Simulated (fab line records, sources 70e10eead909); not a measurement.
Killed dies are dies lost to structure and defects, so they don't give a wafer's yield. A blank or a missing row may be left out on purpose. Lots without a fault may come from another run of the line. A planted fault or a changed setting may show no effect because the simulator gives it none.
A struck lot beside a sound one | flow nand_harc | 22 steps out of a route of 1159
Sound: wafers L184.1, L184.2, L184.6. Struck: wafers L195.1, L195.3, L195.4. The cause comes at the end.
At each step with rows: each side's tool, then ch and its chambers, then its first start. Under that, the readings that differ: sound wafers | struck wafers | difference of the means | sigmas: that difference in standard deviations of wafers without a fault.
alike: readings whose means differ by less than 2 such deviations, and words and numbers that are the same on both sides. not compared: withheld readings, readings that some wafer has no value for, bounds like >300 that may hide the same value, and numbers for which the record gives no deviation and whose values overlap.
The two part at a step that has a row with sigmas, a row that says differs or no value, or rows on one side only. Numbers that don't overlap but have no deviation are shown without sigmas and don't part them. A reading that every wafer of one side lacks parts them only if that side has two wafers or more.

NHARC_A_BLC_CVD_24: deposits W, target thk 150 nm, time 434 s.
  sound on cvd_w-02 ch 0,1; struck on cvd_w-02 ch 0,1
  alike: heater_power_w, throttle_valve_pct
NHARC_A_BLC_CMP_25: polishes, t overpolish 30 s, target thk 150 nm.
  sound on cmp-02 ch 0,2, day 17 21:05; struck on cmp-02 ch 0,2,3, day 21 00:54
  alike: edge_zone_pressure_frac, motor_current_A, overpolish_run_s, time_to_endpoint_s
then, 1 step without rows for these wafers: NHARC_A_BLC_SRD_27.
NHARC_A_BLC_INSPECT_28:
  sound on defect_inspect-01, day 17 21:28; struck on defect_inspect-02, day 21 01:19
  alike: raw_defect_count
then, 7 steps without rows for these wafers: NHARC_A_M0_DEP_00 (deposits SiOC, target thk 150 nm); NHARC_A_M0_DEHYDRATE_01 (time 120 s); NHARC_A_M0_HMDS_02 (time 30 s); NHARC_A_M0_COAT_33 (time 65 s); NHARC_A_M0_COAT_03 (resist thk 90 nm); NHARC_A_M0_SOFTBAKE_04 (time 55 s); NHARC_A_M0_EBR_05.
NHARC_A_M0_EXPOSE_06: exposes mask A M0, target cd 80 nm.
  sound on arfi_scanner-03 ch 0, day 17 22:16; struck on arfi_scanner-02 ch 0, day 21 02:25
  reading              | sound             | struck            | difference | sigmas
  exposure_dose_mJ_cm2 | 83.33 83.32 83.32 | 79.59 79.55 79.59 | -3.75      | -44
  alike: mask, reticle_temp_C
then, 2 steps without rows for these wafers: NHARC_A_M0_PEB_07 (peb time 65 s); NHARC_A_M0_DEVELOP_08 (develop time 35 s).
NHARC_A_M0_CD_MEAS_09: target cd 80 nm.
  sound on cd_sem-01 ch 0, day 17 22:24; struck on cd_sem-01 ch 0, day 21 02:33
  reading    | sound          | struck         | difference | sigmas
  cd_nm (nm) | 80.9 80.1 80.4 | 77.4 77.7 77.7 | -2.9       | -6
NHARC_A_M0_OVL_MEAS_10: pitch 160 nm.
  sound on overlay-01, day 17 22:29; struck on overlay-01, day 21 02:38
  reading           | sound       | struck         | difference | sigmas
  overlay_x_nm (nm) | 0.3 0.3 0.2 | -1.5 -1.5 -1.6 | -1.8       | -2
  alike: overlay_y_nm
NHARC_A_M0_INSPECT_11:
  sound on defect_inspect-02, day 17 22:31; struck on defect_inspect-01, day 21 02:41
  alike: raw_defect_count
NHARC_A_M0_DESCUM_14: chemistry O2, time 3 s.
  sound on rie_diel-09 ch 1,2,3, day 17 22:36; struck on rie_diel-09 ch 1,3, day 21 02:45
  reading               | sound             | struck            | difference | sigmas
  model.A_M0.cd_nm (nm) | 80.82 80.09 80.63 | 77.71 77.85 77.74 | -2.75      |
  alike: drypump_motor_current_A, oes_product_au, rf_vpp_V, showerhead_plenum_p_Torr, throttle_valve_pct
  not compared: rf_hours_counter_h
NHARC_A_M0_ETCH_34: etches the open film in N2/H2, target depth 40 nm, overetch 12 nm, time 43.94 s.
  sound on rie_diel-09 ch 0,1,2, day 17 22:41; struck on rie_diel-09 ch 0,1,3, day 21 02:50
  alike: drypump_motor_current_A, oes_product_au, rf_vpp_V, showerhead_plenum_p_Torr, throttle_valve_pct
  not compared: rf_hours_counter_h
NHARC_A_M0_ETCH_15: etches the open film in C4F8/Ar, target depth 150 nm, overetch 15 nm, time 82.5 s.
  sound on rie_diel-09 ch 0,1,3; struck on rie_diel-09 ch 0,1,3
  reading               | sound             | struck            | difference | sigmas
  model.A_M0.cd_nm (nm) | 80.37 79.96 80.24 | 77.88 77.46 77.57 | -2.55      |
  alike: oes_product_au, rf_vpp_V
  not compared: rf_hours_counter_h
NHARC_A_M0_CD_MEAS_16:
  sound on cd_sem-03, day 17 22:53; struck on cd_sem-03, day 21 03:05
  reading    | sound          | struck         | difference | sigmas
  cd_nm (nm) | 80.5 80.2 80.3 | 77.7 77.4 77.7 | -2.7       | -4
then, 1 step without rows for these wafers: NHARC_END_SORT_01.

WHERE THEY PART
First at NHARC_A_M0_EXPOSE_06; last, within this record, at NHARC_A_M0_CD_MEAS_16.

WHY: what the simulator had put in
Process parameter drift: arfi_scanner-02, from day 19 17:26 on, at NHARC_A_M0_EXPOSE_06. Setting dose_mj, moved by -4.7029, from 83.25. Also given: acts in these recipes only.
